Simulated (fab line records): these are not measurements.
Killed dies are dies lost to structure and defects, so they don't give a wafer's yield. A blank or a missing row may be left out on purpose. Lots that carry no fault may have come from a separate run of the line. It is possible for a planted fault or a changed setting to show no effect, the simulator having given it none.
Which tool did it? + flow nand harc + Sampling: 14 lots, 42 wafers, 2 of 1302 route steps

## WHAT THE GAUGES SHOWED, per wafer
NHARC_P_M2_OVL_MEAS_10: pitch 340 nm. Usual: overlay x nm 0.0 nm, standard deviation 1; overlay y nm 0.0 nm, standard deviation 0.84.
| lot  | measured     | on         | overlay x nm (nm) | overlay y nm (nm) | flag |
|------|--------------|------------|-------------------|-------------------|------|
| L482 | day 7 05:24  | overlay-01 | -0.1 1.0 0.4      | -1.7 -2.1 -1.7    |      |
| L483 | day 7 05:38  | overlay-01 | 0.1 0.1 0.4       | 0.2 -0.5 0.0      |      |
| L486 | day 8 06:05  | overlay-02 | 0.4 1.0 0.4       | -0.8 -1.0 -1.1    |      |
| L489 | day 9 21:23  | overlay-01 | -0.7 -0.5 0.1     | -1.1 -0.9 -0.7    |      |
| L490 | day 10 01:34 | overlay-02 | 2.3 1.8 2.1       | 0.3 -0.5 -0.3     |      |
| L491 | day 10 18:37 | overlay-01 | -0.6 -0.1 0.0     | -1.0 -1.0 -1.1    |      |
| L493 | day 11 16:52 | overlay-02 | -0.6 -0.8 -0.9    | 0.1 0.0 0.4       |      |
| L494 | day 11 22:02 | overlay-01 | 0.1 0.4 0.8       | -1.3 -0.9 -1.1    |      |
| L496 | day 12 14:29 | overlay-02 | -0.5 0.0 -0.8     | 1.4 0.8 1.1       |      |
| L497 | day 13 04:30 | overlay-02 | 0.5 0.3 -0.1      | 0.2 -0.1 0.0      |      |
| L499 | day 13 17:14 | overlay-02 | 1.4 1.5 0.8       | -0.5 -1.5 -0.8    |      |
| L501 | day 14 15:43 | overlay-02 | 0.1 0.0 0.9       | 0.9 0.7 0.4       |      |
| L503 | day 15 22:09 | overlay-02 | -1.8 -1.1 -1.7    | -0.5 -0.4 -0.5    |      |
| L504 | day 16 06:21 | overlay-01 | -2.9 -2.7 -2.7    | 0.6 0.9 0.8       |      |

NHARC_P_M2_INSPECT_11. Usual: raw defect count reads 5 (standard deviation 3).
| lot  | measured     | on                | raw defect count | flag |
|------|--------------|-------------------|------------------|------|
| L482 | day 7 05:26  | defect inspect-01 | 2 0 4            |      |
| L483 | day 7 05:41  | defect inspect-01 | 1 3 7            |      |
| L486 | day 8 06:08  | defect inspect-01 | 4 1 2            |      |
| L489 | day 9 21:26  | defect inspect-01 | 11 8 3           |      |
| L490 | day 10 01:36 | defect inspect-01 | 2 3 5            |      |
| L491 | day 10 18:40 | defect inspect-01 | 10 3 4           |      |
| L493 | day 11 16:54 | defect inspect-01 | 10 6 9           |      |
| L494 | day 11 22:05 | defect inspect-02 | 6 11 9           |      |
| L496 | day 12 14:31 | defect inspect-02 | 1 2 3            |      |
| L497 | day 13 04:32 | defect inspect-02 | 3 9 4            |      |
| L499 | day 13 17:16 | defect inspect-01 | 3 3 4            |      |
| L501 | day 14 15:46 | defect inspect-02 | 4 2 0            |      |
| L503 | day 15 22:11 | defect inspect-02 | 4 7 6            |      |
| L504 | day 16 06:23 | defect inspect-02 | 1 5 2            |      |

## WHAT TOOL EACH LOT RAN ON (gives the tool, then ch and the chambers of the sampled wafers, and finally the start)
There is no process step in the record ahead of these readings.

## WHAT THE TOOLS THEMSELVES READ (means of the sampled wafers that have a number; where no wafer has one, the mark that the record gives instead)
The record holds no such reading with a usual standard deviation.

## THE ANSWER, worked out from the rows above alone
Rule: a lot counts as off when the mean over its wafers that have a number is more than 3 standard deviations away from the usual mean. A lot without any number at a reading at which 4 lots or more have one is off too. Where the step has rows for the other lots, those lots are counted as sound. The gauges are gone through in route order, then the tools' own readings, and for those a lot's mean is taken as printed above. The first step at which some lot is off is used, and at that step the reading that is off furthest; a lot without a number counts as furthest.
None of the lots is off at any reading shown; this tells nothing.

## WHAT HAD BEEN PUT IN BY THE SIMULATOR
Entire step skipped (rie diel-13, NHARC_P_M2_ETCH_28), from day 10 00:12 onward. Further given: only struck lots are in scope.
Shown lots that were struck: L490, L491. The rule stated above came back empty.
